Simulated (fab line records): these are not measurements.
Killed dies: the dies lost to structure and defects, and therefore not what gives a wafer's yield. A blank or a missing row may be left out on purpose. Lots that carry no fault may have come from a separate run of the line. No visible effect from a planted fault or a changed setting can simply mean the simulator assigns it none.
Matching of chambers || flow n5 finfet || cmp-03 running N5_ILD0_CMP_12: 4 sister chambers
The step polishes SiNx, stops on poly-Si, t overpolish 6 s, target thk 17.67 nm. 20 wafers are shown with their chamber, then 10 later ones without.

== WAFERS, EACH WITH ITS CHAMBER ==
{"wafer": "L074.2", "chamber": 2, "motor current A (A)": 9.4, "time to endpoint s (s)": 33.1, "overpolish run s (s)": 5.998}
{"wafer": "L074.5", "chamber": 1, "motor current A (A)": 10.4, "time to endpoint s (s)": 28.9, "overpolish run s (s)": 5.986}
{"wafer": "L074.6", "chamber": 0, "motor current A (A)": 8.7, "time to endpoint s (s)": 32.4, "overpolish run s (s)": 5.995}
{"wafer": "L075.2", "chamber": 1, "motor current A (A)": 11.0, "time to endpoint s (s)": 28.0, "overpolish run s (s)": 5.992}
{"wafer": "L075.3", "chamber": 0, "motor current A (A)": 8.2, "time to endpoint s (s)": 30.9, "overpolish run s (s)": 6.005}
{"wafer": "L075.5", "chamber": 3, "motor current A (A)": 9.9, "time to endpoint s (s)": 27.2, "overpolish run s (s)": 6.008}
{"wafer": "L077.1", "chamber": 2, "motor current A (A)": 9.5, "time to endpoint s (s)": 30.3, "overpolish run s (s)": 6.013}
{"wafer": "L077.2", "chamber": 3, "motor current A (A)": 10.4, "time to endpoint s (s)": 27.5, "overpolish run s (s)": 6.002}
{"wafer": "L077.5", "chamber": 1, "motor current A (A)": 10.0, "time to endpoint s (s)": 26.6, "overpolish run s (s)": 5.990}
{"wafer": "L080.1", "chamber": 0, "motor current A (A)": 8.1, "time to endpoint s (s)": 31.1, "overpolish run s (s)": 6.013}
{"wafer": "L080.3", "chamber": 3, "motor current A (A)": 10.2, "time to endpoint s (s)": 25.8, "overpolish run s (s)": 6.010}
{"wafer": "L080.4", "chamber": 1, "motor current A (A)": 10.4, "time to endpoint s (s)": 26.3, "overpolish run s (s)": 6.007}
{"wafer": "L084.1", "chamber": 0, "motor current A (A)": 8.6, "time to endpoint s (s)": 33.7, "overpolish run s (s)": 6.001}
{"wafer": "L084.3", "chamber": 2, "motor current A (A)": 9.4, "time to endpoint s (s)": 28.7, "overpolish run s (s)": 6.001}
{"wafer": "L084.6", "chamber": 0, "motor current A (A)": 8.4, "time to endpoint s (s)": 32.7, "overpolish run s (s)": 5.999}
{"wafer": "L085.1", "chamber": 2, "motor current A (A)": 9.8, "time to endpoint s (s)": 28.8, "overpolish run s (s)": 6.007}
{"wafer": "L085.3", "chamber": 3, "motor current A (A)": 10.1, "time to endpoint s (s)": 25.7, "overpolish run s (s)": 5.995}
{"wafer": "L085.6", "chamber": 1, "motor current A (A)": 10.6, "time to endpoint s (s)": 27.9, "overpolish run s (s)": 6.000}
{"wafer": "L088.1", "chamber": 0, "motor current A (A)": 8.6, "time to endpoint s (s)": 30.7, "overpolish run s (s)": 5.988}
{"wafer": "L088.3", "chamber": 3, "motor current A (A)": 10.3, "time to endpoint s (s)": 26.0, "overpolish run s (s)": 5.994}

SIGNATURES (means of the wafers above)
{"reading": "motor current A", "chamber 0": 8.433, "chamber 1": 10.480, "chamber 2": 9.525, "chamber 3": 10.180, "scatter within a chamber": 0.259}
{"reading": "time to endpoint s", "chamber 0": 31.917, "chamber 1": 27.540, "chamber 2": 30.225, "chamber 3": 26.440, "scatter within a chamber": 1.31}
{"reading": "overpolish run s", "chamber 0": 6.00017, "chamber 1": 5.99500, "chamber 2": 6.00475, "chamber 3": 6.00180, "scatter within a chamber": 0.00788}
Rule: for a wafer and a chamber, the distance is found by dividing, reading by reading, the gap between the wafer's reading and the chamber's mean by the reading's scatter, squaring, summing and taking the root. If the next closest chamber is less than 2 further off than the closest, the wafer can't be placed; otherwise it belongs to the closest. How the scatter is found: for the shown wafers, subtract from each reading the mean of its chamber, square and add these, divide the total by (wafers less chambers), then take the root.

== WAFERS WHOSE CHAMBER IS MISSING ==
{"wafer": "L088.6", "motor current A (A)": 10.2, "time to endpoint s (s)": 27.5, "overpolish run s (s)": 6.006}
{"wafer": "L090.2", "motor current A (A)": 9.6, "time to endpoint s (s)": 32.2, "overpolish run s (s)": 5.998}
{"wafer": "L090.4", "motor current A (A)": 8.0, "time to endpoint s (s)": 31.6, "overpolish run s (s)": 5.997}
{"wafer": "L090.6", "motor current A (A)": 9.1, "time to endpoint s (s)": 31.5, "overpolish run s (s)": 5.989}
{"wafer": "L093.2", "motor current A (A)": 8.8, "time to endpoint s (s)": 30.2, "overpolish run s (s)": 6.001}
{"wafer": "L093.4", "motor current A (A)": 9.6, "time to endpoint s (s)": 30.8, "overpolish run s (s)": 5.999}
{"wafer": "L093.5", "motor current A (A)": 10.4, "time to endpoint s (s)": 28.2, "overpolish run s (s)": 5.989}
{"wafer": "L094.2", "motor current A (A)": 10.7, "time to endpoint s (s)": 25.3, "overpolish run s (s)": 6.003}
{"wafer": "L094.4", "motor current A (A)": 8.3, "time to endpoint s (s)": 31.6, "overpolish run s (s)": 5.997}
{"wafer": "L094.6", "motor current A (A)": 10.3, "time to endpoint s (s)": 26.8, "overpolish run s (s)": 6.009}

== EACH ONE'S CHAMBER ==
{"wafer": "L088.6", "from the rows above": "can't be placed: 3 or 1", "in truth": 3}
{"wafer": "L090.2", "from the rows above": 2, "in truth": 2}
{"wafer": "L090.4", "from the rows above": 0, "in truth": 0}
{"wafer": "L090.6", "from the rows above": "can't be placed: 2 or 0", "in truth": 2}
{"wafer": "L093.2", "from the rows above": "can't be placed: 0 or 2", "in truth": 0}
{"wafer": "L093.4", "from the rows above": 2, "in truth": 2}
{"wafer": "L093.5", "from the rows above": "can't be placed: 1 or 3", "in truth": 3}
{"wafer": "L094.2", "from the rows above": "can't be placed: 1 or 3", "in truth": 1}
{"wafer": "L094.4", "from the rows above": 0, "in truth": 0}
{"wafer": "L094.6", "from the rows above": "can't be placed: 3 or 1", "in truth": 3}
Placed correctly: 4 of 10. Unplaceable from these rows: 6, with the true chamber sitting among the candidates in 6. Placed wrongly: 0.
